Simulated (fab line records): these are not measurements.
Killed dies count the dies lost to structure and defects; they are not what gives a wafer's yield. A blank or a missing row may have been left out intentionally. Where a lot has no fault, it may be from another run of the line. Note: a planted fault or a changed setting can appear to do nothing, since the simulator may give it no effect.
Comparing a struck lot with a sound one + flow nand-harc + 25 out of 1159 route steps
Sound: the wafers L997.1, L997.3, L997.6. Struck: wafers L105.3, L105.4, L105.5. The cause comes at the end.
At each step with rows: each side's tool, then ch and its chambers, then its first start. Under that, the readings that differ: sound wafers + struck wafers + difference of the means + sigmas: that difference in standard deviations of wafers without a fault.
alike: a reading whose means differ by less than 2 such deviations, as well as words and numbers matching on both sides. not compared: withheld readings; readings where some wafer has no value; bounds like >300 that might hide an equal value; numbers whose values overlap and for which the record gives no deviation.
The two part at a step that has a row with sigmas, a row that says differs or no value, or rows on one side only. Non-overlapping numbers with no deviation appear without sigmas and do not part them. A reading missing from all wafers of one side parts the sides only when that side holds two or more wafers.

first, 1 step without rows for these wafers: NHARC_A_M0_SRD_25.
NHARC_A_M0_INSPECT_27:
  struck on defect-inspect-01, day 22 22:55; sound on defect-inspect-02, day 21 00:59
| reading          | sound       | struck      | difference | sigmas |
|------------------|-------------|-------------|------------|--------|
| raw-defect-count | 658 872 997 | 344 313 478 | -464       | -3     |
NHARC_A_M0_PRE_CLEAN_31: time 12 s.
  sound on pecvd-01 ch 0,1, day 21 01:03; struck on pecvd-01 ch 0,2, day 22 23:03
  alike: heater-power-w
NHARC_A_M0_DEP_32: deposits SiCN, target thk 30 nm.
  sound on pecvd-01 ch 0,1, day 21 01:08; struck on pecvd-01 ch 0,2, day 22 23:11
  alike: heater-power-w
then, 7 steps without rows for these wafers: NHARC_A_M1_DEP_00 (deposits SiOC, target thk 182.5 nm); NHARC_A_M1_DEHYDRATE_01 (time 120 s); NHARC_A_M1_HMDS_02 (time 30 s); NHARC_A_M1_COAT_34 (time 65 s); NHARC_A_M1_COAT_03 (resist thk 90 nm); NHARC_A_M1_SOFTBAKE_04 (time 55 s); NHARC_A_M1_EBR_05.
NHARC_A_M1_EXPOSE_06: exposes mask A M1, target cd 120 nm.
  sound on arfi-scanner-03 ch 0, day 21 02:13; struck on arfi-scanner-02 ch 0, day 23 00:12
| reading              | sound             | struck            | difference | sigmas |
|----------------------|-------------------|-------------------|------------|--------|
| exposure-dose-mJ-cm2 | 75.14 75.18 75.18 | 69.85 69.79 69.73 | -5.38      | -63    |
  alike: mask, reticle-temp-C
then, 2 steps without rows for these wafers: NHARC_A_M1_PEB_07 (peb time 65 s); NHARC_A_M1_DEVELOP_08 (develop time 35 s).
NHARC_A_M1_CD_MEAS_09: the cd target is 120 nm.
  sound on cd-sem-03 ch 0, day 21 02:22; struck on cd-sem-01 ch 0, day 23 00:20
| reading    | sound             | struck            | difference | sigmas |
|------------|-------------------|-------------------|------------|--------|
| cd-nm (nm) | 120.0 120.4 120.8 | 115.8 116.1 116.3 | -4.3       | -7     |
NHARC_A_M1_OVL_MEAS_10: pitch 240 nm.
  struck on overlay-01, day 23 00:25; sound on overlay-01, day 21 02:26
| reading           | sound          | struck      | difference | sigmas |
|-------------------|----------------|-------------|------------|--------|
| overlay-y-nm (nm) | -1.3 -1.6 -1.2 | 1.0 0.3 0.6 | +2.0       | +2     |
  alike: overlay-x-nm
NHARC_A_M1_INSPECT_11:
  struck on defect-inspect-01, day 23 00:28; sound on defect-inspect-02, day 21 02:29
  alike: raw-defect-count
NHARC_A_M1_DESCUM_14: chemistry O2, time 3 s.
  sound on rie-diel-07 ch 1,3, day 21 02:33; struck on rie-diel-07 ch 0,2, day 23 00:31
| reading               | sound             | struck            | difference | sigmas |
|-----------------------|-------------------|-------------------|------------|--------|
| oes-product-au (a.u.) | 0.979 0.987 0.985 | 0.998 1.011 1.006 | +0.021     | +2     |
| model.A_M1.cd-nm (nm) | 120.5 121 120.9   | 116.8 116.4 117.3 | -4.0       |        |
  alike: drypump-motor-current-A, rf-vpp-V, showerhead-plenum-p-Torr, throttle-valve-pct
  not compared: rf-hours-counter-h
NHARC_A_M1_ETCH_35: etches the open film in N2/H2, target depth 40 nm, overetch 12 nm, time 43.94 s.
  sound on rie-diel-07 ch 0,1,2, day 21 02:38; struck on rie-diel-07 ch 0,1,3, day 23 00:37
  alike: drypump-motor-current-A, oes-product-au, rf-vpp-V, showerhead-plenum-p-Torr, throttle-valve-pct
  not compared: rf-hours-counter-h
NHARC_A_M1_ETCH_15: etches the open film in C4F8/Ar, target depth 182.5 nm, time 91.2 s.
  sound on rie-diel-07 ch 0,3; struck on rie-diel-07 ch 1,2
  alike: oes-product-au, rf-vpp-V
  not compared: rf-hours-counter-h
NHARC_A_M1_CD_MEAS_16:
  struck on cd-sem-01, day 23 00:50; sound on cd-sem-02, day 21 02:51
| reading    | sound             | struck            | difference | sigmas |
|------------|-------------------|-------------------|------------|--------|
| cd-nm (nm) | 120.4 121.0 121.1 | 117.3 116.4 117.9 | -3.6       | -4     |
NHARC_A_M1_STRIP_18: strips in N2/H2.
  sound on rie-diel-04 ch 0,1,3, day 21 02:58; struck on rie-diel-07 ch 1,3, day 23 00:54
  alike: drypump-motor-current-A, oes-product-au, rf-vpp-V, showerhead-plenum-p-Torr, throttle-valve-pct
  not compared: rf-hours-counter-h
NHARC_A_M1_ETCH_28: etches the open film in CF4/N2, target depth 30 nm, time 72.99 s.
  sound on rie-diel-04 ch 0,1,2; struck on rie-diel-07 ch 0,3
| reading                | sound                | struck               | difference | sigmas |
|------------------------|----------------------|----------------------|------------|--------|
| throttle-valve-pct (%) | 19.818 19.808 19.820 | 19.785 19.797 19.789 | -0.025     | -3     |
| model.A_M1.cd-nm (nm)  | 120 121.1 122        | 117.5 116.8 118.3    | -3.5       |        |
  alike: drypump-motor-current-A, oes-product-au, rf-vpp-V, showerhead-plenum-p-Torr
  not compared: rf-hours-counter-h
then, 1 step without rows for these wafers: NHARC_A_M1_STRIP_19 (strips in post etch residue remover, time 600 s).
NHARC_END_SORT_01:
  the record has rows for the sound wafers here (prober-02 ch 0, day 22 16:35) and none for the struck ones

== WHERE THEY PART ==
First at NHARC_A_M0_INSPECT_27; last, within this record, at NHARC_END_SORT_01.

WHY: the cause the simulator had injected
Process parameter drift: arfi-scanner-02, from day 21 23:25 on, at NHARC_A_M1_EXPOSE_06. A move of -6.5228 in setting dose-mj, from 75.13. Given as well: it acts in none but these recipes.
